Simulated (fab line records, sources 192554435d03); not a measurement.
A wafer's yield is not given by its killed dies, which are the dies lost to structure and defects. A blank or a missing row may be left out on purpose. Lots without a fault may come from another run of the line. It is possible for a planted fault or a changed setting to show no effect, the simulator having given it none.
fab line records ; flow n5Finfet
record lots=24; wafers=72; lastDay=17
route steps=1938 shown DUMMY_GATE@243 SPACER0@260 SD_EPI_N@294 SD_EPI_P@322 SD_ACTIVATION@334
lots with no fault: from the same line, run without faults
startH: the number of hours between the record's first day and the start of the first shown wafer of the lot ; waitH: hours from the lot's prior step to this one ; " repeats the value in the row above ; L1.1+2: a single row standing in for several wafers ; - value missing, or start not given ; * or withheld: withheld ; < > ~ a bound
route shown NAME@n: NAME is a module with steps in the file, n the number in the route of the first one ; usual: the fault-free wafers' mean and standard deviation ; same: alike in all rows ; chamber/n: place in a boat ; sites: each site's reading ; _std_site: their standard deviation ; _edge_site: the outer-site mean with the inner-site mean subtracted ; radiusMm: how far each site lies from the wafer's centre ; mask NAME#n: copy n ; behind: tool/chamber where the wafer was last shaped ; hold: what put the lot on hold/how long, in hours/how the hold closed ; device: the n, p or np transistor that did not switch ; end of line: at the end of the route, the tests of the same wafers ; where a step has no rows: the recipe by itself ; killed: dies that structure and defects cost at the first sort, which is not the same as the wafer's yield ; map: a wafer's dies, x killed, . not, _ none there
set.NAME: setting as actually run; set.NAME@STEP: the setting as run at that earlier step ; model.NAME: the simulator's own value behind a step, which no gauge read
a sample of lots followed through the steps of the route, with each step as a table and each wafer as a row
services: a tool's chamber out of use, with start hour (startH, from the record's first day; less than 0 if before it), hours out, and reason
## steps
# step N5_DUMMY_GATE_ETCH_31
# recipe chemistry=C4F6/O2; target=SiO2; maskMaterial=SOC; targetDepthA=825; timeS=27.5; ionEnergyEv=250; pressureMtorr=30; sourceW=345; biasW=185; Ar_flow_sccm=300; C4F6_flow_sccm=10; O2_flow_sccm=10
# usual biasW=184.9/0.53; drypumpMotorCurrentA=5.5/0.4; oesProductAu=0.77/0.074; rfVppV=664/6.7; showerheadPlenumPTorr=2.85/0.088; throttleValvePct=21.22/0.21
lot.wafer;tool;chamber;startH;waitH;biasW;drypumpMotorCurrentA;oesProductAu;rfHoursCounterH;rfVppV;showerheadPlenumPTorr;throttleValvePct
L074.1;rieDiel-05;1;46.20;0.0;185.4;5.6;0.72;209;666;2.71;21.47
L074.5;rieDiel-05;3;46.20;0.0;185.3;5.4;0.78;-;666;2.98;21.10
L074.6;rieDiel-05;1;46.20;0.0;185.4;5.6;0.73;-;667;2.71;21.49
L075.1;rieDiel-03;0;52.18;0.1;185.6;5.4;0.73;154;677;2.95;21.07
L075.2;rieDiel-03;2;52.18;0.1;185.2;4.8;0.71;218;664;2.83;20.99
L075.4;rieDiel-03;3;52.18;0.1;184.9;5.1;0.89;54;655;2.90;20.99
L076.4;rieDiel-06;2;63.11;0.3;185.8;5.7;0.78;-;668;2.76;21.49
L076.5;rieDiel-06;0;63.11;0.3;185.0;5.5;0.79;-;655;2.76;21.36
L076.6;rieDiel-06;1;63.11;0.3;184.1;5.4;0.93;-;674;2.91;21.20
L077.1;rieDiel-06;1;64.96;0.1;184.8;5.3;0.93;26;675;2.91;21.20
L077.2;rieDiel-06;0;64.96;0.1;184.9;5.5;0.79;113;656;2.76;21.37
L077.6;rieDiel-06;1;64.96;0.1;184.9;5.3;0.94;-;674;2.91;21.22
L078.1;rieDiel-03;0;70.68;0.1;185.3;5.3;0.74;160;680;2.95;21.07
L078.4;rieDiel-03;2;70.68;0.1;184.4;4.8;0.72;223;664;2.82;21.02
L078.6;rieDiel-03;2;70.68;0.1;185.1;4.8;0.72;-;664;2.82;21.01
L079.4;rieDiel-05;2;78.13;0.0;184.2;6.0;0.71;207;666;2.82;21.44
L079.5;rieDiel-05;3;78.13;0.0;185.8;5.4;0.76;-;665;2.98;21.10
L079.6;rieDiel-05;0;78.13;0.0;184.9;5.3;0.80;-;658;2.87;20.97
L080.1;rieDiel-05;2;84.94;0.4;185.0;6.0;0.70;209;664;2.82;21.43
L080.3;rieDiel-05;3;84.94;0.4;184.8;5.4;0.77;143;666;2.97;21.10
L080.4;rieDiel-05;1;84.94;0.4;184.5;5.6;0.71;221;666;2.70;21.51
L081.2;rieDiel-06;2;89.56;0.0;184.5;5.7;0.77;109;668;2.76;21.49
L081.4;rieDiel-06;3;89.56;0.0;185.0;6.8;0.96;6;671;2.93;20.98
L081.6;rieDiel-06;2;89.56;0.0;184.5;5.7;0.77;-;668;2.76;21.50
L082.2;rieDiel-03;3;93.75;0.2;185.9;5.1;0.87;66;656;2.89;21.04
L082.3;rieDiel-03;2;93.75;0.2;185.7;4.8;0.70;230;664;2.82;21.00
L082.6;rieDiel-03;3;93.75;0.2;186.0;5.1;0.87;-;655;2.89;21.04
L083.1;rieDiel-06;0;101.22;0.0;185.2;5.5;0.78;124;655;2.76;21.39
L083.2;rieDiel-06;1;101.22;0.0;184.2;5.3;0.91;37;674;2.90;21.22
L083.6;rieDiel-06;2;101.22;0.0;185.2;5.7;0.77;-;668;2.75;21.51
L084.1;rieDiel-05;3;109.35;0.0;184.9;5.4;0.76;149;666;2.97;21.10
L084.2;rieDiel-05;1;109.35;0.0;186.0;5.6;0.71;228;666;2.70;21.53
L084.4;rieDiel-05;0;109.35;0.0;184.5;5.3;0.78;137;659;2.87;20.97
L085.1;rieDiel-05;0;113.77;0.1;184.8;5.3;0.78;138;658;2.87;20.97
L085.2;rieDiel-05;3;113.77;0.1;184.2;5.4;0.76;150;665;2.97;21.10
L085.4;rieDiel-05;1;113.77;0.1;184.7;5.6;0.70;229;666;2.70;21.50
L086.1;rieDiel-03;3;118.43;0.0;185.0;5.1;0.86;72;654;2.89;21.04
L086.3;rieDiel-03;2;118.43;0.0;184.9;4.8;0.70;237;665;2.82;21.04
L086.4;rieDiel-03;1;118.43;0.0;184.5;5.2;0.72;182;663;2.95;21.19
L087.3;rieDiel-05;1;126.18;0.2;184.9;5.6;0.70;233;666;2.70;21.53
L087.5;rieDiel-05;0;126.18;0.2;185.3;5.3;0.78;-;657;2.87;20.97
L087.6;rieDiel-05;3;126.18;0.2;185.4;5.4;0.75;-;667;2.97;21.13
L088.1;rieDiel-05;1;131.14;0.0;183.6;5.6;0.71;234;666;2.70;21.52
L088.2;rieDiel-05;0;131.14;0.0;184.7;5.3;0.78;143;657;2.86;20.99
L088.3;rieDiel-05;2;131.14;0.0;184.0;6.0;0.70;222;665;2.81;21.47
L089.1;rieDiel-06;0;141.48;0.1;185.0;5.5;0.77;138;655;2.75;21.41
L089.4;rieDiel-06;3;141.48;0.1;184.5;6.8;0.91;24;672;2.92;21.00
L089.6;rieDiel-06;1;141.48;0.1;185.5;5.4;0.89;-;672;2.90;21.22
L090.1;rieDiel-05;1;142.30;0.1;183.9;5.6;0.70;237;665;2.70;21.53
L090.2;rieDiel-05;0;142.30;0.1;185.3;5.3;0.76;147;656;2.86;20.99
L090.5;rieDiel-05;0;142.30;0.1;185.4;5.3;0.77;-;656;2.86;20.96
L091.3;rieDiel-05;2;152.95;0.0;184.5;6.0;0.70;229;665;2.81;21.46
L091.4;rieDiel-05;3;152.95;0.0;184.8;5.4;0.75;162;666;2.97;21.12
L091.6;rieDiel-05;1;152.95;0.0;184.9;5.6;0.70;-;666;2.69;21.53
L092.1;rieDiel-06;2;154.13;0.2;185.0;5.7;0.75;129;669;2.75;21.54
L092.3;rieDiel-06;1;154.13;0.2;185.2;5.4;0.88;54;674;2.90;21.24
L092.6;rieDiel-06;2;154.13;0.2;185.8;5.7;0.75;-;668;2.75;21.54
L093.1;rieDiel-03;3;160.95;0.2;184.5;5.1;0.84;85;655;2.88;21.05
L093.4;rieDiel-03;0;160.95;0.2;184.8;5.4;0.70;184;679;2.94;21.10
L093.6;rieDiel-03;3;160.95;0.2;184.2;5.1;0.84;-;656;2.88;21.06
L094.1;rieDiel-03;1;166.03;0.0;185.6;5.2;0.70;197;660;2.95;21.20
L094.2;rieDiel-03;0;166.03;0.0;185.2;5.3;0.72;186;678;2.94;21.11
L094.3;rieDiel-03;3;166.03;0.0;185.1;5.1;0.83;88;654;2.88;21.06
L095.2;rieDiel-05;3;174.26;0.0;185.1;5.4;0.74;168;664;2.96;21.13
L095.3;rieDiel-05;0;174.26;0.0;185.1;5.3;0.77;155;657;2.86;20.99
L095.6;rieDiel-05;3;174.26;0.0;185.5;5.4;0.74;-;666;2.96;21.13
L096.1;rieDiel-03;0;183.02;0.0;184.5;5.3;0.71;193;679;2.93;21.11
L096.3;rieDiel-03;1;183.02;0.0;185.4;5.2;0.71;204;660;2.94;21.23
L096.5;rieDiel-03;3;183.02;0.0;184.5;5.1;0.84;-;655;2.88;21.08
L097.3;rieDiel-05;2;184.81;0.0;186.1;6.0;0.69;238;664;2.81;21.49
L097.4;rieDiel-05;3;184.81;0.0;184.5;5.4;0.73;172;665;2.96;21.14
L097.6;rieDiel-05;0;184.81;0.0;184.3;5.3;0.77;-;658;2.86;21.00
# step N5_SPACER0_ALD_08
# recipe material=SiNx; targetThkA=20; tempC=400; aldPrecursorFamily=SiH2I2; aldCoReactant=N2/H2-plasma; pressureTorr=2
# usual heaterPowerOuterW=516/64; heaterPowerW=834/99
lot.wafer;tool;chamber;startH;waitH;heaterPowerOuterW;heaterPowerW
L074.1;aldSin-02;2;47.53;0.1;534;883
L074.5;aldSin-02;1;47.53;0.1;401;644
L074.6;aldSin-02;2;47.53;0.1;573;884
L075.1;aldSin-03;1;53.91;0.1;467;757
L075.2;aldSin-03;0;53.91;0.1;511;884
L075.4;aldSin-03;3;53.91;0.1;545;834
L076.4;aldSin-02;2;64.52;0.1;539;888
L076.5;aldSin-02;0;64.52;0.1;613;947
L076.6;aldSin-02;3;64.52;0.1;527;893
L077.1;aldSin-03;2;66.14;0.1;477;799
L077.2;aldSin-03;3;66.14;0.1;541;843
L077.6;aldSin-03;0;66.14;0.1;517;876
L078.1;aldSin-03;1;71.86;0.1;452;747
L078.4;aldSin-03;3;71.86;0.1;534;816
L078.6;aldSin-03;0;71.86;0.1;505;871
L079.4;aldSin-02;3;79.45;0.1;530;919
L079.5;aldSin-02;0;79.45;0.1;619;889
L079.6;aldSin-02;1;79.45;0.1;400;638
L080.1;aldSin-04;2;86.12;0.1;511;856
L080.3;aldSin-04;0;86.12;0.1;603;960
L080.4;aldSin-04;3;86.12;0.1;435;697
L081.2;aldSin-04;2;91.53;0.1;518;870
L081.4;aldSin-04;0;91.53;0.1;617;972
L081.6;aldSin-04;1;91.53;0.1;535;792
L082.2;aldSin-04;3;94.97;0.1;439;694
L082.3;aldSin-04;1;94.97;0.1;552;809
L082.6;aldSin-04;1;94.97;0.1;552;825
L083.1;aldSin-02;2;102.43;0.1;528;879
L083.2;aldSin-02;0;102.43;0.1;574;902
L083.6;aldSin-02;0;102.43;0.1;572;899
L084.1;aldSin-03;0;110.52;0.1;519;867
L084.2;aldSin-03;2;110.52;0.1;474;789
L084.4;aldSin-03;2;110.52;0.1;473;758
L085.1;aldSin-02;2;114.95;0.1;527;870
L085.2;aldSin-02;0;114.95;0.1;582;896
L085.4;aldSin-02;3;114.95;0.1;567;958
L086.1;aldSin-02;2;119.61;0.1;525;890
L086.3;aldSin-02;3;119.61;0.1;560;947
L086.4;aldSin-02;1;119.61;0.1;388;647
L087.3;aldSin-02;1;127.63;0.1;393;638
L087.5;aldSin-02;1;127.63;0.1;391;654
L087.6;aldSin-02;2;127.63;0.1;550;864
L088.1;aldSin-04;1;132.86;0.1;557;820
L088.2;aldSin-04;2;132.86;0.1;504;849
L088.3;aldSin-04;3;132.86;0.1;431;697
L089.1;aldSin-02;2;143.30;0.1;540;860
L089.4;aldSin-02;0;143.30;0.1;572;874
L089.6;aldSin-02;1;143.30;0.1;388;649
L090.1;aldSin-02;2;143.83;0.1;531;862
L090.2;aldSin-02;1;143.83;0.1;395;649
L090.5;aldSin-02;3;143.83;0.1;565;943
L091.3;aldSin-04;2;154.17;0.1;510;858
L091.4;aldSin-04;3;154.17;0.1;432;709
L091.6;aldSin-04;0;154.17;0.1;618;990
L092.1;aldSin-04;3;155.33;0.1;434;710
L092.3;aldSin-04;1;155.33;0.1;549;824
L092.6;aldSin-04;3;155.33;0.1;435;716
L093.1;aldSin-03;1;162.12;0.1;465;759
L093.4;aldSin-03;0;162.12;0.1;521;884
L093.6;aldSin-03;0;162.12;0.1;515;868
L094.1;aldSin-02;2;167.21;0.1;527;853
L094.2;aldSin-02;1;167.21;0.1;385;630
L094.3;aldSin-02;0;167.21;0.1;578;875
L095.2;aldSin-03;1;175.45;0.1;462;747
L095.3;aldSin-03;0;175.45;0.1;527;892
L095.6;aldSin-03;0;175.45;0.1;522;848
L096.1;aldSin-04;0;185.19;0.1;604;1013
L096.3;aldSin-04;1;185.19;0.1;541;813
L096.5;aldSin-04;1;185.19;0.1;556;824
L097.3;aldSin-04;2;188.19;0.1;505;851
L097.4;aldSin-04;1;188.19;0.1;551;794
L097.6;aldSin-04;3;188.19;0.1;433;707
# step N5_SD_EPI_N_INSPECT_26
# recipe inspectInstrument=darkfield; mode=postEpi
# usual rawDefectCount=217/41
lot.wafer;tool;chamber;startH;waitH;rawDefectCount
L074.1;defectInspect-02;-;53.05;0.1;230
L074.5;defectInspect-02;-;53.05;0.1;221
L074.6;defectInspect-02;-;53.05;0.1;221
L075.1;defectInspect-02;-;59.31;0.1;197
L075.2;defectInspect-02;-;59.31;0.1;228
L075.4;defectInspect-02;-;59.31;0.1;228
L076.4;defectInspect-01;-;69.17;0.1;245
L076.5;defectInspect-01;-;69.17;0.1;197
L076.6;defectInspect-01;-;69.17;0.1;216
L077.1;defectInspect-01;-;70.73;0.1;216
L077.2;defectInspect-01;-;70.73;0.1;238
L077.6;defectInspect-01;-;70.73;0.1;153
L078.1;defectInspect-01;-;77.11;0.1;179
L078.4;defectInspect-01;-;77.11;0.1;193
L078.6;defectInspect-01;-;77.11;0.1;190
L079.4;defectInspect-01;-;84.10;0.1;311
L079.5;defectInspect-01;-;84.10;0.1;231
L079.6;defectInspect-01;-;84.10;0.1;226
L080.1;defectInspect-02;-;90.85;0.1;241
L080.3;defectInspect-02;-;90.85;0.1;202
L080.4;defectInspect-02;-;90.85;0.1;219
L081.2;defectInspect-02;-;96.28;0.1;207
L081.4;defectInspect-02;-;96.28;0.1;293
L081.6;defectInspect-02;-;96.28;0.1;260
L082.2;defectInspect-01;-;100.20;0.1;210
L082.3;defectInspect-01;-;100.20;0.1;219
L082.6;defectInspect-01;-;100.20;0.1;183
L083.1;defectInspect-01;-;106.90;0.1;213
L083.2;defectInspect-01;-;106.90;0.1;239
L083.6;defectInspect-01;-;106.90;0.1;186
L084.1;defectInspect-02;-;115.18;0.1;187
L084.2;defectInspect-02;-;115.18;0.1;240
L084.4;defectInspect-02;-;115.18;0.1;161
L085.1;defectInspect-01;-;120.10;0.1;194
L085.2;defectInspect-01;-;120.10;0.1;164
L085.4;defectInspect-01;-;120.10;0.1;223
L086.1;defectInspect-01;-;124.94;0.1;226
L086.3;defectInspect-01;-;124.94;0.1;124
L086.4;defectInspect-01;-;124.94;0.1;154
L087.3;defectInspect-02;-;132.15;0.1;292
L087.5;defectInspect-02;-;132.15;0.1;292
L087.6;defectInspect-02;-;132.15;0.1;236
L088.1;defectInspect-02;-;137.63;0.1;160
L088.2;defectInspect-02;-;137.63;0.1;188
L088.3;defectInspect-02;-;137.63;0.1;212
L089.1;defectInspect-02;-;147.81;0.1;237
L089.4;defectInspect-02;-;147.81;0.1;246
L089.6;defectInspect-02;-;147.81;0.1;220
L090.1;defectInspect-01;-;149.21;0.1;230
L090.2;defectInspect-01;-;149.21;0.1;170
L090.5;defectInspect-01;-;149.21;0.1;156
L091.3;defectInspect-02;-;159.07;0.1;229
L091.4;defectInspect-02;-;159.07;0.1;215
L091.6;defectInspect-02;-;159.07;0.1;304
L092.1;defectInspect-01;-;159.79;0.1;174
L092.3;defectInspect-01;-;159.79;0.1;208
L092.6;defectInspect-01;-;159.79;0.1;184
L093.1;defectInspect-02;-;167.09;0.1;311
L093.4;defectInspect-02;-;167.09;0.1;224
L093.6;defectInspect-02;-;167.09;0.1;231
L094.1;defectInspect-01;-;171.82;0.1;237
L094.2;defectInspect-01;-;171.82;0.1;184
L094.3;defectInspect-01;-;171.82;0.1;200
L095.2;defectInspect-02;-;180.05;0.1;209
L095.3;defectInspect-02;-;180.05;0.1;279
L095.6;defectInspect-02;-;180.05;0.1;255
L096.1;defectInspect-02;-;190.07;0.1;246
L096.3;defectInspect-02;-;190.07;0.1;240
L096.5;defectInspect-02;-;190.07;0.1;202
L097.3;defectInspect-02;-;192.98;0.1;201
L097.4;defectInspect-02;-;192.98;0.1;144
L097.6;defectInspect-02;-;192.98;0.1;183
# step N5_SD_EPI_P_EPI_MEAS_23
# recipe mode=xrd
# usual thkNm=61.0/1.2
lot.wafer;tool;chamber;startH;waitH;thkNm
L074.1;filmMetro-01;-;57.10;1.8;63.0
L074.5;filmMetro-01;-;57.10;1.8;59.3
L074.6;filmMetro-01;-;57.10;1.8;59.0
L075.1;filmMetro-02;-;63.23;1.9;61.1
L075.2;filmMetro-02;-;63.23;1.9;60.8
L075.4;filmMetro-02;-;63.23;1.9;59.2
L076.4;filmMetro-02;-;74.04;1.0;61.9
L076.5;filmMetro-02;-;74.04;1.0;62.1
L076.6;filmMetro-02;-;74.04;1.0;62.3
L077.1;filmMetro-02;-;74.77;1.8;60.0
L077.2;filmMetro-02;-;74.77;1.8;60.0
L077.6;filmMetro-02;-;74.77;1.8;60.0
L078.1;filmMetro-01;-;81.49;1.8;60.0
L078.4;filmMetro-01;-;81.49;1.8;58.5
L078.6;filmMetro-01;-;81.49;1.8;61.7
L079.4;filmMetro-01;-;88.55;0.8;58.1
L079.5;filmMetro-01;-;88.55;0.8;60.2
L079.6;filmMetro-01;-;88.55;0.8;61.3
L080.1;filmMetro-02;-;94.88;1.8;60.2
L080.3;filmMetro-02;-;94.88;1.8;61.5
L080.4;filmMetro-02;-;94.88;1.8;59.6
L081.2;filmMetro-01;-;100.53;1.5;62.2
L081.4;filmMetro-01;-;100.53;1.5;61.8
L081.6;filmMetro-01;-;100.53;1.5;62.7
L082.2;filmMetro-02;-;105.20;2.0;59.7
L082.3;filmMetro-02;-;105.20;2.0;61.6
L082.6;filmMetro-02;-;105.20;2.0;59.3
L083.1;filmMetro-02;-;111.15;1.9;61.9
L083.2;filmMetro-02;-;111.15;1.9;61.4
L083.6;filmMetro-02;-;111.15;1.9;60.5
L084.1;filmMetro-01;-;119.09;1.8;61.5
L084.2;filmMetro-01;-;119.09;1.8;60.7
L084.4;filmMetro-01;-;119.09;1.8;60.8
L085.1;filmMetro-02;-;124.96;2.4;59.6
L085.2;filmMetro-02;-;124.96;2.4;61.9
L085.4;filmMetro-02;-;124.96;2.4;60.9
L086.1;filmMetro-02;-;129.06;1.8;62.8
L086.3;filmMetro-02;-;129.06;1.8;60.0
L086.4;filmMetro-02;-;129.06;1.8;58.3
L087.3;filmMetro-02;-;136.06;1.1;60.4
L087.5;filmMetro-02;-;136.06;1.1;60.9
L087.6;filmMetro-02;-;136.06;1.1;60.3
L088.1;filmMetro-01;-;141.53;1.8;61.7
L088.2;filmMetro-01;-;141.53;1.8;62.1
L088.3;filmMetro-01;-;141.53;1.8;60.7
L089.1;filmMetro-02;-;151.90;1.8;62.6
L089.4;filmMetro-02;-;151.90;1.8;59.4
L089.6;filmMetro-02;-;151.90;1.8;61.9
L090.1;filmMetro-02;-;153.39;1.9;59.7
L090.2;filmMetro-02;-;153.39;1.9;59.3
L090.5;filmMetro-02;-;153.39;1.9;60.5
L091.3;filmMetro-02;-;163.12;1.1;60.5
L091.4;filmMetro-02;-;163.12;1.1;61.7
L091.6;filmMetro-02;-;163.12;1.1;60.3
L092.1;filmMetro-01;-;163.84;1.9;62.3
L092.3;filmMetro-01;-;163.84;1.9;60.9
L092.6;filmMetro-01;-;163.84;1.9;61.4
L093.1;filmMetro-01;-;171.12;1.8;61.3
L093.4;filmMetro-01;-;171.12;1.8;61.0
L093.6;filmMetro-01;-;171.12;1.8;62.3
L094.1;filmMetro-01;-;175.95;1.8;61.9
L094.2;filmMetro-01;-;175.95;1.8;61.5
L094.3;filmMetro-01;-;175.95;1.8;59.8
L095.2;filmMetro-02;-;184.94;2.0;62.0
L095.3;filmMetro-02;-;184.94;2.0;60.8
L095.6;filmMetro-02;-;184.94;2.0;59.1
L096.1;filmMetro-01;-;194.00;1.9;61.0
L096.3;filmMetro-01;-;194.00;1.9;60.2
L096.5;filmMetro-01;-;194.00;1.9;62.4
L097.3;filmMetro-02;-;197.74;1.5;59.4
L097.4;filmMetro-02;-;197.74;1.5;61.1
L097.6;filmMetro-02;-;197.74;1.5;59.9
# step N5_SD_EPI_P_INSPECT_26
# recipe inspectInstrument=darkfield; mode=postEpi
# usual rawDefectCount=186/37
lot.wafer;tool;chamber;startH;waitH;rawDefectCount
L074.1;defectInspect-02;-;57.28;0.0;205
L074.5;defectInspect-02;-;57.28;0.0;188
L074.6;defectInspect-02;-;57.28;0.0;183
L075.1;defectInspect-02;-;63.41;0.0;199
L075.2;defectInspect-02;-;63.41;0.0;197
L075.4;defectInspect-02;-;63.41;0.0;199
L076.4;defectInspect-01;-;74.21;0.0;191
L076.5;defectInspect-01;-;74.21;0.0;167
L076.6;defectInspect-01;-;74.21;0.0;136
L077.1;defectInspect-01;-;74.94;0.0;169
L077.2;defectInspect-01;-;74.94;0.0;173
L077.6;defectInspect-01;-;74.94;0.0;123
L078.1;defectInspect-02;-;81.68;0.0;158
L078.4;defectInspect-02;-;81.68;0.0;171
L078.6;defectInspect-02;-;81.68;0.0;161
L079.4;defectInspect-01;-;88.72;0.0;255
L079.5;defectInspect-01;-;88.72;0.0;190
L079.6;defectInspect-01;-;88.72;0.0;165
L080.1;defectInspect-02;-;95.07;0.0;232
L080.3;defectInspect-02;-;95.07;0.0;155
L080.4;defectInspect-02;-;95.07;0.0;162
L081.2;defectInspect-01;-;100.71;0.0;166
L081.4;defectInspect-01;-;100.71;0.0;261
L081.6;defectInspect-01;-;100.71;0.0;218
L082.2;defectInspect-02;-;105.37;0.0;193
L082.3;defectInspect-02;-;105.37;0.0;221
L082.6;defectInspect-02;-;105.37;0.0;199
L083.1;defectInspect-01;-;111.32;0.0;196
L083.2;defectInspect-01;-;111.32;0.0;203
L083.6;defectInspect-01;-;111.32;0.0;153
L084.1;defectInspect-02;-;119.27;0.0;205
L084.2;defectInspect-02;-;119.27;0.0;225
L084.4;defectInspect-02;-;119.27;0.0;184
L085.1;defectInspect-01;-;125.14;0.0;152
L085.2;defectInspect-01;-;125.14;0.0;148
L085.4;defectInspect-01;-;125.14;0.0;214
L086.1;defectInspect-02;-;129.23;0.0;168
L086.3;defectInspect-02;-;129.23;0.0;97
L086.4;defectInspect-02;-;129.23;0.0;146
L087.3;defectInspect-01;-;136.23;0.0;220
L087.5;defectInspect-01;-;136.23;0.0;237
L087.6;defectInspect-01;-;136.23;0.0;188
L088.1;defectInspect-01;-;141.71;0.0;117
L088.2;defectInspect-01;-;141.71;0.0;150
L088.3;defectInspect-01;-;141.71;0.0;144
L089.1;defectInspect-01;-;152.19;0.0;176
L089.4;defectInspect-01;-;152.19;0.0;196
L089.6;defectInspect-01;-;152.19;0.0;184
L090.1;defectInspect-02;-;153.57;0.0;253
L090.2;defectInspect-02;-;153.57;0.0;209
L090.5;defectInspect-02;-;153.57;0.0;205
L091.3;defectInspect-01;-;163.29;0.0;130
L091.4;defectInspect-01;-;163.29;0.0;128
L091.6;defectInspect-01;-;163.29;0.0;186
L092.1;defectInspect-02;-;164.02;0.0;167
L092.3;defectInspect-02;-;164.02;0.0;188
L092.6;defectInspect-02;-;164.02;0.0;164
L093.1;defectInspect-01;-;171.29;0.0;235
L093.4;defectInspect-01;-;171.29;0.0;201
L093.6;defectInspect-01;-;171.29;0.0;206
L094.1;defectInspect-02;-;176.12;0.0;222
L094.2;defectInspect-02;-;176.12;0.0;180
L094.3;defectInspect-02;-;176.12;0.0;228
L095.2;defectInspect-01;-;185.11;0.0;207
L095.3;defectInspect-01;-;185.11;0.0;183
L095.6;defectInspect-01;-;185.11;0.0;179
L096.1;defectInspect-02;-;194.17;0.0;227
L096.3;defectInspect-02;-;194.17;0.0;185
L096.5;defectInspect-02;-;194.17;0.0;200
L097.3;defectInspect-02;-;197.92;0.0;178
L097.4;defectInspect-02;-;197.92;0.0;112
L097.6;defectInspect-02;-;197.92;0.0;180
# step N5_SD_ACTIVATION_INSPECT_02
# recipe inspectInstrument=darkfield; mode=postAnneal
# usual rawDefectCount=186/43
lot.wafer;tool;chamber;startH;waitH;rawDefectCount
L074.1;defectInspect-02;-;58.03;0.2;204
L074.5;defectInspect-02;-;58.03;0.2;179
L074.6;defectInspect-02;-;58.03;0.2;182
L075.1;defectInspect-02;-;64.16;0.2;184
L075.2;defectInspect-02;-;64.16;0.2;210
L075.4;defectInspect-02;-;64.16;0.2;209
L076.4;defectInspect-01;-;75.22;0.1;187
L076.5;defectInspect-01;-;75.22;0.1;178
L076.6;defectInspect-01;-;75.22;0.1;142
L077.1;defectInspect-01;-;75.76;0.2;173
L077.2;defectInspect-01;-;75.76;0.2;155
L077.6;defectInspect-01;-;75.76;0.2;124
L078.1;defectInspect-02;-;82.44;0.2;169
L078.4;defectInspect-02;-;82.44;0.2;175
L078.6;defectInspect-02;-;82.44;0.2;150
L079.4;defectInspect-01;-;89.47;0.1;251
L079.5;defectInspect-01;-;89.47;0.1;193
L079.6;defectInspect-01;-;89.47;0.1;174
L080.1;defectInspect-01;-;95.82;0.2;214
L080.3;defectInspect-01;-;95.82;0.2;139
L080.4;defectInspect-01;-;95.82;0.2;142
L081.2;defectInspect-02;-;101.49;0.1;205
L081.4;defectInspect-02;-;101.49;0.1;293
L081.6;defectInspect-02;-;101.49;0.1;248
L082.2;defectInspect-01;-;106.12;0.1;163
L082.3;defectInspect-01;-;106.12;0.1;179
L082.6;defectInspect-01;-;106.12;0.1;178
L083.1;defectInspect-02;-;112.07;0.2;216
L083.2;defectInspect-02;-;112.07;0.2;245
L083.6;defectInspect-02;-;112.07;0.2;185
L084.1;defectInspect-02;-;120.02;0.2;207
L084.2;defectInspect-02;-;120.02;0.2;228
L084.4;defectInspect-02;-;120.02;0.2;193
L085.1;defectInspect-01;-;125.90;0.2;153
L085.2;defectInspect-01;-;125.90;0.2;147
L085.4;defectInspect-01;-;125.90;0.2;203
L086.1;defectInspect-01;-;129.99;0.2;150
L086.3;defectInspect-01;-;129.99;0.2;82
L086.4;defectInspect-01;-;129.99;0.2;132
L087.3;defectInspect-02;-;136.98;0.1;246
L087.5;defectInspect-02;-;136.98;0.1;255
L087.6;defectInspect-02;-;136.98;0.1;212
L088.1;defectInspect-01;-;142.55;0.2;139
L088.2;defectInspect-01;-;142.55;0.2;147
L088.3;defectInspect-01;-;142.55;0.2;151
L089.1;defectInspect-01;-;152.94;0.2;167
L089.4;defectInspect-01;-;152.94;0.2;196
L089.6;defectInspect-01;-;152.94;0.2;182
L090.1;defectInspect-02;-;154.32;0.2;258
L090.2;defectInspect-02;-;154.32;0.2;195
L090.5;defectInspect-02;-;154.32;0.2;203
L091.3;defectInspect-01;-;164.04;0.1;139
L091.4;defectInspect-01;-;164.04;0.1;147
L091.6;defectInspect-01;-;164.04;0.1;182
L092.1;defectInspect-02;-;164.95;0.2;168
L092.3;defectInspect-02;-;164.95;0.2;191
L092.6;defectInspect-02;-;164.95;0.2;159
L093.1;defectInspect-01;-;172.20;0.2;231
L093.4;defectInspect-01;-;172.20;0.2;186
L093.6;defectInspect-01;-;172.20;0.2;208
L094.1;defectInspect-01;-;177.14;0.2;202
L094.2;defectInspect-01;-;177.14;0.2;144
L094.3;defectInspect-01;-;177.14;0.2;190
L095.2;defectInspect-02;-;185.98;0.1;244
L095.3;defectInspect-02;-;185.98;0.1;209
L095.6;defectInspect-02;-;185.98;0.1;200
L096.1;defectInspect-02;-;194.92;0.2;232
L096.3;defectInspect-02;-;194.92;0.2;183
L096.5;defectInspect-02;-;194.92;0.2;204
L097.3;defectInspect-01;-;198.69;0.1;155
L097.4;defectInspect-01;-;198.69;0.1;90
L097.6;defectInspect-01;-;198.69;0.1;154
## services
tool;chamber;startH;hours;kind
rieDiel-05;2;24.66;3.3;repair
rieDiel-05;0;43.68;8.0;repair
rieDiel-05;2;47.42;1.8;repair
rieDiel-06;3;48.93;-;clean
rieDiel-06;3;48.93;-;consumableReplace:focusRing
aldSin-04;0;48.96;4.1;repair
rieDiel-05;2;65.70;3.1;repair
aldSin-02;2;71.28;30.4;repair
aldSin-02;-;86.52;14.0;pm
aldSin-02;0;86.52;14.0;ventCycle
aldSin-02;1;86.52;14.0;ventCycle
aldSin-02;3;86.52;14.0;ventCycle
rieDiel-03;-;95.11;2.8;pm
aldSin-02;0;100.52;-;clean
aldSin-02;1;100.52;-;clean
aldSin-02;3;100.52;-;clean
rieDiel-06;3;158.92;1.5;repair
rieDiel-03;2;161.17;-;clean
rieDiel-03;2;161.17;-;consumableReplace:focusRing
rieDiel-03;2;161.17;17.2;scheduledDown
rieDiel-03;2;161.17;17.2;ventCycle
aldSin-03;3;172.68;20.5;repair
aldSin-03;-;178.11;14.0;pm
aldSin-02;-;182.71;14.6;pm
## key
fault none
